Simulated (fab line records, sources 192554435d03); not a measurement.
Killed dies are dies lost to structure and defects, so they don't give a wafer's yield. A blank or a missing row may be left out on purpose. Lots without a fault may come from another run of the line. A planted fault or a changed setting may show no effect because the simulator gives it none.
Chamber matching | flow n5_finfet | N5_GATE_CUT_CMP_02 on cmp-01: 4 sister chambers
The step polishes, stops on SiO2, t overpolish 12.7 s, target thk 0 nm. 16 wafers are shown with their chamber, then 8 later ones without.

WAFERS WITH THEIR CHAMBER
wafer  | chamber | motor_current_A (A) | time_to_endpoint_s (s) | slurry_flow_ml_min
L078.1 | 0       | 11.8                | 26.0                   | 149.5
L078.4 | 3       | 10.0                | 24.7                   | 150.6
L078.5 | 3       | 9.9                 | 23.1                   | 149.6
L082.1 | 0       | 11.5                | 22.7                   | 149.8
L082.4 | 1       | 8.4                 | 26.3                   | 150.1
L082.6 | 2       | 9.7                 | 24.1                   | 149.6
L083.1 | 1       | 8.2                 | 24.2                   | 149.4
L083.4 | 3       | 10.7                | 21.2                   | 150.6
L083.5 | 1       | 8.3                 | 24.2                   | 149.4
L086.1 | 1       | 8.2                 | 25.8                   | 150.0
L086.5 | 3       | 10.1                | 22.7                   | 150.1
L086.6 | 2       | 9.7                 | 24.7                   | 150.1
L090.2 | 0       | 10.7                | 26.6                   | 151.1
L090.3 | 2       | 9.3                 | 29.5                   | 149.9
L090.6 | 1       | 8.3                 | 28.2                   | 149.6
L094.1 | 1       | 7.9                 | 25.7                   | 150.1

SIGNATURES (means of the wafers above)
reading            | chamber 0 | chamber 1 | chamber 2 | chamber 3 | scatter within a chamber
motor_current_A    | 11.333    | 8.217     | 9.567     | 10.175    | 0.328
time_to_endpoint_s | 25.100    | 25.733    | 26.100    | 22.925    | 1.91
slurry_flow_ml_min | 150.133   | 149.767   | 149.867   | 150.225   | 0.486
Rule: a wafer's distance from a chamber is the root of the sum, over the readings, of the square of ((its reading less the chamber's mean) divided by the reading's scatter). The wafer belongs to the nearest chamber; if the next one is less than 2 further off, it can't be placed. The scatter: the root of (the sum of the squares of (reading less its chamber's mean) over the shown wafers, divided by (wafers less chambers)).

WAFERS WITHOUT THEIR CHAMBER
wafer  | motor_current_A (A) | time_to_endpoint_s (s) | slurry_flow_ml_min
L094.3 | 9.7                 | 23.1                   | 150.0
L094.4 | 10.0                | 26.4                   | 150.0
L095.2 | 11.4                | 25.4                   | 149.8
L095.4 | 8.5                 | 27.3                   | 150.5
L095.5 | 7.8                 | 26.7                   | 150.3
L096.1 | 8.7                 | 24.7                   | 150.9
L096.3 | 10.9                | 25.1                   | 150.6
L096.6 | 9.7                 | 24.5                   | 149.5

WHICH CHAMBER EACH WENT THROUGH
wafer  | from the rows above          | in truth
L094.3 | can't be placed: 3 or 2      | 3
L094.4 | can't be placed: 2 or 3      | 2
L095.2 | 0                            | 0
L095.4 | can't be placed: 1 or 2      | 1
L095.5 | 1                            | 1
L096.1 | can't be placed: 1 or 2 or 3 | 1
L096.3 | can't be placed: 0 or 3      | 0
L096.6 | can't be placed: 2 or 3      | 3
Placed correctly: 2 of 8. Can't be placed from these rows: 6 (the true chamber is among the candidates in 6). Placed wrongly: 0.
